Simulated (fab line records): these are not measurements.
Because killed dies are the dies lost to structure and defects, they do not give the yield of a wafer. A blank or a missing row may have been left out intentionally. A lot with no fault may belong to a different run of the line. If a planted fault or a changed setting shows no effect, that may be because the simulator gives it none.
Chamber matching ; flow nandHarc ; NHARC_A_M1_DESCUM_14 on rieDiel-01 has 4 sister chambers
The step chemistry O2, time 3 s. 4 wafers are shown with their chamber, then 12 later ones without.

== WAFERS PAIRED WITH THEIR CHAMBERS ==
wafer;chamber;drypumpMotorCurrentA (A)
L082.1;1;6.0
L086.1;2;5.0
L086.3;0;5.3
L086.5;3;6.0

== WAFERS MISSING THEIR CHAMBER ==
wafer;drypumpMotorCurrentA (A)
L085.3;6.1
L085.4;5.0
L085.5;6.0
L096.1;5.3
L096.2;6.1
L096.6;6.1
L096.3;6.1
L096.4;5.0
L096.5;5.3
L094.2;6.1
L094.4;5.0
L094.6;6.1

== WHICH CHAMBER EACH WENT THROUGH ==
wafer;from the rows above;in truth
L085.3;can't be placed: 1 or 3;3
L085.4;2;2
L085.5;can't be placed: 1 or 3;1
L096.1;0;0
L096.2;can't be placed: 1 or 3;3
L096.6;can't be placed: 1 or 3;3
L096.3;can't be placed: 1 or 3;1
L096.4;2;2
L096.5;0;0
L094.2;can't be placed: 1 or 3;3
L094.4;2;2
L094.6;can't be placed: 1 or 3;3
Placed correctly: 5 of 12. Not placeable from these rows: 7 (in 7, the candidates include the true chamber). Placed wrongly: 0.
How it was worked out, from the rows above alone: a wafer's distance from a chamber is the root of the sum, over the readings, of the square of ((its reading less the chamber's mean) divided by the reading's scatter). The wafer belongs to the nearest chamber; if the next one is less than 2 further off, it can't be placed. For every chamber, the mean is computed from those of its wafers that are shown. The scatter: root of mean squared gap, hidden wafer to nearest shown wafer, with one shown wafer a chamber.
